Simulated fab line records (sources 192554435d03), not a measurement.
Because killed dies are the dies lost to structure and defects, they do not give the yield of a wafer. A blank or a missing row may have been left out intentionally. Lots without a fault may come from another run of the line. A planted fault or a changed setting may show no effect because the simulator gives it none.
Which tool did it? + flow n5Finfet + 24 lots, 72 wafers sampled, at 3 steps of a route of 1938

## WHAT EACH GAUGE READ, for each wafer
N5_ILD0_THK_MEAS_08.
| lot  | measured    | on           | thkNm (nm)        |
|------|-------------|--------------|-------------------|
| L074 | day 3 13:16 | filmMetro-01 | 140.2 140.1 139.5 |
| L075 | day 3 19:09 | filmMetro-01 | 139.5 138.7 138.0 |
| L076 | day 4 02:29 | filmMetro-01 | 138.7 137.2 137.0 |
| L077 | day 4 08:36 | filmMetro-02 | 138.3 138.3 139.8 |
| L078 | day 4 11:09 | filmMetro-01 | 138.4 138.4 139.3 |
| L079 | day 4 19:27 | filmMetro-01 | 138.1 138.7 137.8 |
| L080 | day 5 01:11 | filmMetro-01 | 140.0 139.7 138.0 |
| L081 | day 5 07:02 | filmMetro-02 | 137.2 139.4 137.8 |
| L082 | day 5 16:53 | filmMetro-01 | 139.7 137.6 139.7 |
| L083 | day 5 21:55 | filmMetro-01 | 139.8 139.1 138.5 |
| L084 | day 6 01:13 | filmMetro-01 | 139.0 138.5 137.6 |
| L086 | day 6 13:26 | filmMetro-01 | 139.2 140.1 138.4 |
| L085 | day 6 16:59 | filmMetro-01 | 137.2 137.6 137.0 |
| L087 | day 7 00:02 | filmMetro-02 | 139.9 141.2 140.3 |
| L088 | day 7 01:02 | filmMetro-02 | 137.8 137.2 138.4 |
| L089 | day 7 07:56 | filmMetro-02 | 141.1 139.2 138.0 |
| L090 | day 7 15:44 | filmMetro-01 | 139.4 142.2 140.2 |
| L091 | day 7 20:29 | filmMetro-02 | 139.6 139.4 138.6 |
| L092 | day 8 03:41 | filmMetro-01 | 138.7 140.4 139.2 |
| L093 | day 8 08:22 | filmMetro-02 | 138.1 138.4 137.8 |
| L094 | day 8 12:16 | filmMetro-02 | 140.5 140.2 139.7 |
| L095 | day 8 21:54 | filmMetro-02 | 138.5 138.0 137.8 |
| L096 | day 9 04:44 | filmMetro-02 | 140.8 139.7 139.6 |
| L097 | day 9 09:16 | filmMetro-02 | 140.5 138.3 137.1 |

## TOOL THAT RAN EACH LOT (tool first, then ch and the chambers of the sampled wafers, then the start)
| lot  | N5_SD_ACTIVATION_LSA_01          | N5_ILD0_CMP_03               |
|------|----------------------------------|------------------------------|
| L074 | laserAnneal-01 ch 0, day 3 09:42 | cmp-04 ch 0,2,3, day 3 12:41 |
| L075 | laserAnneal-02 ch 0, day 3 15:23 | cmp-04 ch 0,1, day 3 18:32   |
| L076 | laserAnneal-01 ch 0, day 3 22:50 | cmp-04 ch 1,2, day 4 01:55   |
| L077 | laserAnneal-02 ch 0, day 4 04:55 | cmp-04 ch 1,2, day 4 07:59   |
| L078 | laserAnneal-01 ch 0, day 4 07:38 | cmp-04 ch 1,3, day 4 10:32   |
| L079 | laserAnneal-02 ch 0, day 4 15:52 | cmp-01 ch 0,2,3, day 4 18:49 |
| L080 | laserAnneal-01 ch 0, day 4 20:52 | cmp-02 ch 0,1,3, day 5 00:38 |
| L081 | laserAnneal-02 ch 0, day 5 03:23 | cmp-02 ch 0,1,3, day 5 06:25 |
| L082 | laserAnneal-01 ch 0, day 5 13:22 | cmp-01 ch 1,2,3, day 5 16:20 |
| L083 | laserAnneal-02 ch 0, day 5 18:25 | cmp-02 ch 0,2,3, day 5 21:19 |
| L084 | laserAnneal-01 ch 0, day 5 21:38 | cmp-01 ch 0,1,2, day 6 00:35 |
| L086 | laserAnneal-02 ch 0, day 6 09:55 | cmp-04 ch 0,1,2, day 6 12:52 |
| L085 | laserAnneal-01 ch 0, day 6 13:27 | cmp-04 ch 0,2,3, day 6 16:27 |
| L087 | laserAnneal-02 ch 0, day 6 20:28 | cmp-01 ch 0,2,3, day 6 23:29 |
| L088 | laserAnneal-01 ch 0, day 6 21:31 | cmp-01 ch 0,1,2, day 7 00:27 |
| L089 | laserAnneal-02 ch 0, day 7 04:25 | cmp-02 ch 0,2,3, day 7 07:19 |
| L090 | laserAnneal-01 ch 0, day 7 12:14 | cmp-04 ch 0,1,2, day 7 15:11 |
| L091 | laserAnneal-02 ch 0, day 7 16:56 | cmp-04 ch 0,2, day 7 19:55   |
| L092 | laserAnneal-01 ch 0, day 8 00:08 | cmp-01 ch 0,1,2, day 8 03:06 |
| L093 | laserAnneal-02 ch 0, day 8 04:49 | cmp-04 ch 0,2,3, day 8 07:45 |
| L094 | laserAnneal-01 ch 0, day 8 08:26 | cmp-02 ch 2,3, day 8 11:38   |
| L095 | laserAnneal-02 ch 0, day 8 18:16 | cmp-02 ch 0,1,2, day 8 21:19 |
| L096 | laserAnneal-01 ch 0, day 9 01:10 | cmp-04 ch 0,1,2, day 9 04:07 |
| L097 | laserAnneal-02 ch 0, day 9 05:14 | cmp-04 ch 0,1, day 9 08:39   |
- N5_SD_ACTIVATION_LSA_01: time 0.0008 s.
- N5_ILD0_CMP_03: polishes, stops on SiNx, t overpolish 1.9 s, target thk 197.38 nm.

## WHAT THE TOOLS THEMSELVES READ (means of the sampled wafers that have a number; where no wafer has one, the mark that the record gives instead)
N5_SD_ACTIVATION_LSA_01.
| lot  | tool           | wafer_temp_C_max |
|------|----------------|------------------|
| L074 | laserAnneal-01 | 1086.7           |
| L075 | laserAnneal-02 | 1085.5           |
| L076 | laserAnneal-01 | 1085.8           |
| L077 | laserAnneal-02 | 1084.9           |
| L078 | laserAnneal-01 | 1085.5           |
| L079 | laserAnneal-02 | 1083.7           |
| L080 | laserAnneal-01 | 1085.8           |
| L081 | laserAnneal-02 | 1084.6           |
| L082 | laserAnneal-01 | 1085.6           |
| L083 | laserAnneal-02 | 1084.3           |
| L084 | laserAnneal-01 | 1085.5           |
| L086 | laserAnneal-02 | 1084.2           |
| L085 | laserAnneal-01 | 1086.6           |
| L087 | laserAnneal-02 | 1085.5           |
| L088 | laserAnneal-01 | 1084.8           |
| L089 | laserAnneal-02 | 1085.0           |
| L090 | laserAnneal-01 | 1085.7           |
| L091 | laserAnneal-02 | 1084.6           |
| L092 | laserAnneal-01 | 1085.3           |
| L093 | laserAnneal-02 | 1086.1           |
| L094 | laserAnneal-01 | 1086.4           |
| L095 | laserAnneal-02 | 1084.3           |
| L096 | laserAnneal-01 | 1086.0           |
| L097 | laserAnneal-02 | 1085.3           |

N5_ILD0_CMP_03.
| lot  | tool   | motorCurrentA (A) | overpolishRunS (s) | padLifeWafers | slurryFlowMlMin | timeToEndpointS (s) |
|------|--------|-------------------|--------------------|---------------|-----------------|---------------------|
| L074 | cmp-04 | 11.7              | 1.907              | 50            | 149.9           | 64                  |
| L075 | cmp-04 | 12.1              | 1.905              | 98            | 149.7           | 65                  |
| L076 | cmp-04 | 12.0              | 1.904              | 157           | 149.7           | 65                  |
| L077 | cmp-04 | 12.3              | 1.893              | 200           | 149.7           | 66                  |
| L078 | cmp-04 | 11.1              | 1.901              | 229           | 149.6           | 66                  |
| L079 | cmp-01 | 11.4              | 1.910              | 1333          | 150.4           | 74                  |
| L080 | cmp-02 | 12.5              | 1.899              | 1004          | 150.1           | 70                  |
| L081 | cmp-02 | 12.7              | 1.899              | 1039          | 149.6           | 72                  |
| L082 | cmp-01 | 11.0              | 1.900              | 1508          | 150.1           | 79                  |
| L083 | cmp-02 | 12.7              | 1.891              | 1172          | 149.6           | 66                  |
| L084 | cmp-01 | 10.4              | 1.905              | 1573          | 149.6           | 77                  |
| L086 | cmp-04 | 12.0              | 1.886              | 626           | 150.3           | 74                  |
| L085 | cmp-04 | 12.2              | 1.902              | 638           | 149.9           | 72                  |
| L087 | cmp-01 | 11.1              | 1.897              | 1754          | 150.4           | 80                  |
| L088 | cmp-01 | 10.7              | 1.895              | 1766          | 149.9           | 80                  |
| L089 | cmp-02 | 12.5              | 1.890              | 1430          | 149.7           | 73                  |
| L090 | cmp-04 | 12.4              | 1.903              | 860           | 149.7           | 72                  |
| L091 | cmp-04 | 12.9              | 1.901              | 902           | 150.2           | 70                  |
| L092 | cmp-01 | 10.7              | 1.902              | 1970          | 149.8           | 84                  |
| L093 | cmp-04 | 12.1              | 1.899              | 991           | 149.7           | 73                  |
| L094 | cmp-02 | 13.0              | 1.898              | 1686          | 149.8           | 68                  |
| L095 | cmp-02 | 12.8              | 1.896              | 1778          | 150.1           | 72                  |
| L096 | cmp-04 | 12.3              | 1.893              | 1195          | 150.1           | 70                  |
| L097 | cmp-04 | 12.6              | 1.903              | 1230          | 149.9           | 69                  |

## THE ANSWER, worked out from the rows above alone
Rule: the usual values come from the lots themselves. Put in order of their means at a reading, lots are off if they are a third of the lots or fewer, leave a main group of 4 or more, and stand apart from it by a gap of 3 or more times the standard deviation of the main group's means; of several such gaps the widest counts. If all means in a main group match to the digits the tables above print for the reading, that group is not used. A lot without any number at a reading at which 4 lots or more have one is off too. Any other lot the step has rows for is counted as sound. After the gauges, taken in route order, come the tools' own readings; for these a lot's mean is taken, as printed above. The first step at which some lot is off is used, and at that step the reading that is off furthest; a lot without a number counts as furthest.
No lot is off at any reading shown: from this, nothing can be told.

## WHAT THE SIMULATOR HAD INSERTED
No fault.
